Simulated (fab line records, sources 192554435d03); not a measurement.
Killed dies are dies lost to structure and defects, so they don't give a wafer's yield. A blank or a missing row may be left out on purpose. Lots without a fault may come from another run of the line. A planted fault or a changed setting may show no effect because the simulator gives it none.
A struck lot beside a sound one | flow n5_finfet | 23 steps out of a route of 1938
Sound: wafers L669.2, L669.4, L669.6. Struck: wafers L671.4, L671.5. (L671.1 of the same lot was not struck and is left out.) The cause comes at the end.
At each step with rows: each side's tool, then ch and its chambers, then its first start. Under that, the readings that differ: sound wafers | struck wafers | difference of the means | sigmas: that difference in standard deviations of wafers without a fault.
alike: readings whose means differ by less than 2 such deviations, and words and numbers that are the same on both sides. not compared: withheld readings, readings that some wafer has no value for, bounds like >300 that may hide the same value, and numbers for which the record gives no deviation and whose values overlap.
The two part at a step that has a row with sigmas, a row that says differs or no value, or rows on one side only. Numbers that don't overlap but have no deviation are shown without sigmas and don't part them. A reading that every wafer of one side lacks parts them only if that side has two wafers or more.

first, 9 steps without rows for these wafers: N5_BEOL_M0_SAQP_EXPOSE_37 (exposes mask M0 CUT1, target cd 30 nm); N5_BEOL_M0_SAQP_PEB_38 (peb time 60 s); N5_BEOL_M0_SAQP_DEVELOP_39 (develop time 30 s); N5_BEOL_M0_SAQP_DESCUM_45 (chemistry O2, time 7 s); N5_BEOL_M0_SAQP_ETCH_88 (etches underlayer in N2/H2, target depth 6.5 nm, time 5.2 s); N5_BEOL_M0_SAQP_ETCH_73 (etches SiARC in CF4, target depth 19.5 nm, time 32.5 s); N5_BEOL_M0_SAQP_CUT_ETCH_46 (etches SOC in N2/H2, target depth 135 nm, overetch 27 nm, time 202.5 s); N5_BEOL_M0_SAQP_STRIP_74 (strips in N2/H2); N5_BEOL_M0_SAQP_STRIP_89 (strips in N2/H2).
N5_BEOL_M0_SAQP_ALD_48: deposits SiO2, target thk 20 nm, pulse time 1 s, co reactant pulse time 1 s.
  sound on ald_sin-01 ch 0, day 9 19:04; struck on ald_sin-04 ch 2, day 10 03:19
  alike: heater_power_w, precursor_pulse_height_rel
then, 9 steps without rows for these wafers: N5_BEOL_M0_SAQP_ETCH_49 (etches SiO2 in CF4/O2, target depth 37 nm); N5_BEOL_M0_SAQP_STRIP_75 (strips in CF4); N5_BEOL_M0_CUTY_COAT_50 (time 60 s, resist thk 15 nm); N5_BEOL_M0_CUTY_COAT_51 (resist thk 150 nm); N5_BEOL_M0_CUTY_EBR_52; N5_BEOL_M0_CUTY_SOFTBAKE_53 (time 60 s); N5_BEOL_M0_CUTY_EXPOSE_54 (exposes mask M0 ABLK); N5_BEOL_M0_CUTY_PEB_55 (peb time 60 s); N5_BEOL_M0_CUTY_DEVELOP_56 (develop time 30 s).
N5_BEOL_M0_CUTY_INSPECT_59: inspects for defects (macro).
  sound on defect_inspect-02, day 9 20:23; struck on defect_inspect-01, day 10 04:22
  reading          | sound | struck    | difference | sigmas
  raw_defect_count | 1 5 3 | >300 >300 | differs    |
then, 1 step without rows for these wafers: N5_BEOL_M0_CUTY_DESCUM_61 (chemistry O2, time 7.9 s).
-- the record jumps here: 3 days lie between the struck wafers' starts before and after (it left off in module BEOL_M0_CUTY and takes up again in module BEOL_M4, whose first step shown is number 1111 of the route) --
N5_BEOL_M4_RC_MEAS_101:
  sound on prober-01 ch 0, day 12 12:07; struck on prober-01 ch 0, day 12 22:37
  alike: DIBL_N, DIBL_P, IOFF_N, IOFF_P, ION_N, ION_P, SS_N, SS_P, VT_N, VT_P
-- the record jumps here: 5 days lie between the struck wafers' starts before and after (it left off in module BEOL_M4 and takes up again in module PASSIVATION, whose first step shown is number 1936 of the route) --
N5_PASSIVATION_PROBE_49:
  the record has rows for the struck wafers here (prober-01, day 17 17:48) and none for the sound ones

WHERE THEY PART
First at N5_BEOL_M0_CUTY_INSPECT_59; last, within this record, at N5_PASSIVATION_PROBE_49.

WHY: what the simulator had put in
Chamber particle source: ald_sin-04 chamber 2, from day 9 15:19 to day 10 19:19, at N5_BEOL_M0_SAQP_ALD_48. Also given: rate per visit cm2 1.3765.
